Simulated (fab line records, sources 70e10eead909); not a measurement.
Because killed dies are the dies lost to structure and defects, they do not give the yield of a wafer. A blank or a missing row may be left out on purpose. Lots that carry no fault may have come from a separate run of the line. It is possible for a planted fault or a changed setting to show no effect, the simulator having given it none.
A single fault, viewed from 2 desks    flow nand-harc    what lay behind the numbers comes last; until then each desk has only its own

== FROM THE METROLOGY DESK ==
What the gauges read, lot by lot, whatever tool the lot ran on: means of the sampled wafers that have a number. Any lot whose mean is over 4 standard deviations away from the usual mean is out of limits and marked OUT; that distance is given in the brackets.
Columns: A = cd-nm at NHARC_A_BONDPAD_CD_MEAS_09, usual 499.8 nm; B = overlay-x-nm at NHARC_A_BONDPAD_OVL_MEAS_35, usual -1 nm; C = overlay-y-nm at NHARC_A_BONDPAD_OVL_MEAS_35, usual 0 nm; D = cd-nm at NHARC_A_BONDPAD_CD_MEAS_13, usual 499.2 nm
lot   first seen here  A      B   C  D
L194  day 23 19:10     498.2  -1  2  498.7
L203  day 27 08:59     500.7  6   6  499.7
L206  day 29 02:28     498.5  4   2  497.9
L208  day 29 05:52     499.4  -1  6  498.5
L212  day 30 07:19     500.6  -1  1  498.7
L216  day 32 08:25     500.0  -4  0  499.2
Result from this desk: across the 6 lots, nothing is out of limits.

== DESK OF THE TOOL OWNER: rie-diel-04 ==
The tool's own readings at NHARC_A_BONDPAD_ETCH_24 (etches the open film in CF4/N2, target depth 30 nm, time 72.99 s): means of the sampled wafers that have a number, for each lot that ran on this tool. Any lot whose mean is over 4 standard deviations away from the usual mean is out of limits and marked OUT; that distance is given in the brackets.
Columns: A = chamber-pressure-mTorr at NHARC_A_BONDPAD_ETCH_24, usual 29.996 mTorr; B = drypump-motor-current-A at NHARC_A_BONDPAD_ETCH_24, usual 5.6 A; C = oes-product-au at NHARC_A_BONDPAD_ETCH_24, usual 0.999 a.u.; D = rf-vpp-V at NHARC_A_BONDPAD_ETCH_24, usual 314.6 V; E = run-length-s at NHARC_A_BONDPAD_ETCH_24, usual 94.1 s; F = showerhead-plenum-p-Torr at NHARC_A_BONDPAD_ETCH_24, usual 2.65 Torr; G = throttle-valve-pct at NHARC_A_BONDPAD_ETCH_24, usual 19.795 %
lot   first seen here  A       B    C      D      E               F     G
L203  day 27 09:45     29.986  5.2  1.002  313.3  94.2            2.60  19.794
L206  day 29 03:17     29.980  5.2  0.997  313.6  88.4 (-11) OUT  2.60  19.796
L208  day 29 06:37     30.010  5.0  0.989  314.0  83.5 (-21) OUT  2.56  19.804
L216  day 32 09:11     30.017  5.7  1.000  315.3  94.0            2.70  19.794
Finding of this desk: L206, L208 out of limits; the first was L206 at day 29 03:17, on run-length-s at NHARC_A_BONDPAD_ETCH_24. L203, L216: within limits.

== ALL TOGETHER ==
The tool owner's desk had the chance to raise an alarm at day 29 03:17 on L206, L208.
The metrology desk saw nothing out of limits.
The metrology desk has L206, L208 on record, within its limits.
Of the lots named, all ran NHARC_A_BONDPAD_ETCH_24 on rie-diel-04.

== WHAT WAS PUT IN BY THE SIMULATOR ==
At NHARC_A_BONDPAD_ETCH_24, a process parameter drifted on rie-diel-04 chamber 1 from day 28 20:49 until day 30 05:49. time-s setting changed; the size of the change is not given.
Shown lots that were struck: L206, L208.
Each desk's first reading out of limits, in hours after the fault started: the tool owner's desk, 6.
